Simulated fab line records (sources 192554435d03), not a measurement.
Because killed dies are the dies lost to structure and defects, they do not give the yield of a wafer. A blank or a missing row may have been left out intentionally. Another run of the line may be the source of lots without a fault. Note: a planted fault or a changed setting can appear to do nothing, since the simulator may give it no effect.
Comparing a struck lot with a sound one -- flow n5 finfet -- 37 steps out of a route of 1938
Sound: wafers L989.2, L989.4, L989.6. The struck wafers were L985.1, L985.3, L985.4. Last of all comes the cause.
Order at every step that has rows: each side's tool, ch and its chambers, its first start. Under that, the readings that differ: sound wafers -- struck wafers -- difference of the means -- sigmas: that difference in standard deviations of wafers without a fault.
alike: a reading whose means differ by less than 2 such deviations, as well as words and numbers matching on both sides. not compared: withheld readings; readings where some wafer has no value; bounds like >300 that might hide an equal value; numbers whose values overlap and for which the record gives no deviation.
Wherever a step has rows on one side only, a row that says differs or no value, or a row with sigmas, the two part there. Numbers that don't overlap but have no deviation are shown without sigmas and don't part them. Lack of a reading on every wafer of one side parts them only where that side has two or more wafers.

first, 12 steps without rows for these wafers: N5_BEOL_M2_SPUTTER_86 (material Cu, target thk 4.5 nm, time 8.29 s); N5_BEOL_M2_ANNEAL_87 (time 240 s); N5_BEOL_M2_SPUTTER_88 (material Cu, target thk 4.5 nm, time 8.29 s); N5_BEOL_M2_ANNEAL_89 (time 240 s); N5_BEOL_M2_SPUTTER_90 (material Cu, target thk 4.5 nm, time 8.29 s); N5_BEOL_M2_ANNEAL_91 (time 240 s); N5_BEOL_M2_SPUTTER_92 (material Cu, target thk 4.5 nm, time 8.29 s); N5_BEOL_M2_ANNEAL_93 (time 240 s); N5_BEOL_M2_SPUTTER_94 (material Cu, target thk 4.5 nm, time 8.29 s); N5_BEOL_M2_ANNEAL_95 (time 240 s); N5_BEOL_M2_SPUTTER_96 (material Cu, target thk 4.5 nm, time 8.29 s); N5_BEOL_M2_ECD_50 (material Cu, target thk 300 nm).
N5_BEOL_M2_ANNEAL_51: time 90 s.
  struck on rtp anneal-02, day 9 07:54; sound on rtp anneal-01 ch 0, day 9 19:02
  no value came back on the struck wafers for anneal temp c (C), anneal temp c max, wafer_temp_C_max; on the sound wafers anneal temp c (C) reads 225.13 225.10 225.02
N5_BEOL_M2_CMP_52: polishes, stops on SiOC, t overpolish 6.8 s, target thk 40 nm.
  sound on cmp-04 ch 1,2, day 9 19:21; struck on cmp-02 ch 1,2,3, day 9 08:12
reading,sound,struck,difference,sigmas
barrier field endpoint s (s),24.8 24.7 24.6,28.7 29.2 29.1,+4.3,+8
time to endpoint s (s),65.8 60.9 61.9,81.5 81.7 80.3,+18.3,+7
  alike: motor current A, overpolish run s
then, 21 steps without rows for these wafers: N5_BEOL_M2_PRE_CLEAN_60 (time 15 s); N5_BEOL_M2_CO_CAP_55 (material Co, precursor CCTBA/H2, target thk 2 nm, time 102.1 s); N5_BEOL_M2_PRE_CLEAN_56 (time 15 s); N5_BEOL_M2_DEP_57 (deposits SiCN from 3MS/NH3, target thk 8 nm, time 14 s); N5_BEOL_M3_ILD_DEP_00 (deposits SiOC from DEMS/O2, target thk 79 nm, time 15.3 s); N5_BEOL_M3_PECVD_72 (deposits SiO2 from TEOS/O2, target thk 16 nm, time 18 s); N5_BEOL_M3_HM_DEP_02 (deposits TiN, target thk 20 nm); N5_BEOL_M3_COAT_61 (time 60 s, resist thk 60 nm); N5_BEOL_M3_COAT_62 (time 60 s, resist thk 12 nm); N5_BEOL_M3_COAT_73 (time 60 s, resist thk 5 nm); N5_BEOL_M3_COAT_05 (resist thk 30 nm); N5_BEOL_M3_EBR_07; N5_BEOL_M3_SOFTBAKE_06 (time 60 s); N5_BEOL_M3_EXPOSE_08 (exposes mask M3); N5_BEOL_M3_PEB_09 (peb time 60 s); N5_BEOL_M3_DEVELOP_10 (develop time 30 s); N5_BEOL_M3_DESCUM_16 (chemistry O2, time 7 s); N5_BEOL_M3_ETCH_74 (etches underlayer in N2/H2, target depth 6.5 nm, time 5.2 s); N5_BEOL_M3_ETCH_63 (etches SiARC in CF4, target depth 15.6 nm, time 26 s); N5_BEOL_M3_ETCH_64 (etches SOC in N2/H2, target depth 75 nm, overetch 15 nm, time 112.5 s); N5_BEOL_M3_STRIP_65 (strips in N2/H2).
N5_BEOL_M4_RC_MEAS_101:
  sound on prober-02 ch 0, day 10 14:52; struck on prober-01 ch 0, day 10 08:14
  alike: DIBL_N, DIBL_P, IOFF_N, IOFF_P, ION_N, ION_P, SS_N, SS_P, VT_N, VT_P
  not compared: COMB_M2, COMB_M2_max_site
-- here the record skips 4 days between the struck wafers' starts before and after, leaving off in module BEOL_M4 and picking up in module PASSIVATION (first step shown: number 1936 of the route) --
N5_PASSIVATION_PROBE_49:
  sound on prober-02 at day 14 18:14; struck on prober-01 at day 14 12:30
reading,sound,struck,difference,sigmas
defect limited yield (%),88.1 90.3 88.9,57.3 50.6 46.7,-37.6,-29
killed_at_M0_to_M3,50 44 44,437 514 581,+465,+46
killed dies,140 115 131,504 583 629,+443,+30
killed on rim,14 14 23,152 19 11,+44,+10
killed short,54 39 50,35 18 24,-22,-3
sort_bin_5_function (%),6.3 6.6 6.6,5.1 4.9 3.9,-1.9,-2
sort n pass,1040 1065 1049,676 597 551,-443,-30
sort yield pct (%),88.1 90.3 88.9,57.3 50.6 46.7,-37.6,-29
  alike: killed_at_M4_up, killed at contacts, killed at front end, killed at other, killed open, sort_bin_6_memory

WHERE THEY PART
Last at N5_PASSIVATION_PROBE_49 as far as this record goes, first at N5_BEOL_M2_ANNEAL_51.

WHY: whatever the simulator had introduced
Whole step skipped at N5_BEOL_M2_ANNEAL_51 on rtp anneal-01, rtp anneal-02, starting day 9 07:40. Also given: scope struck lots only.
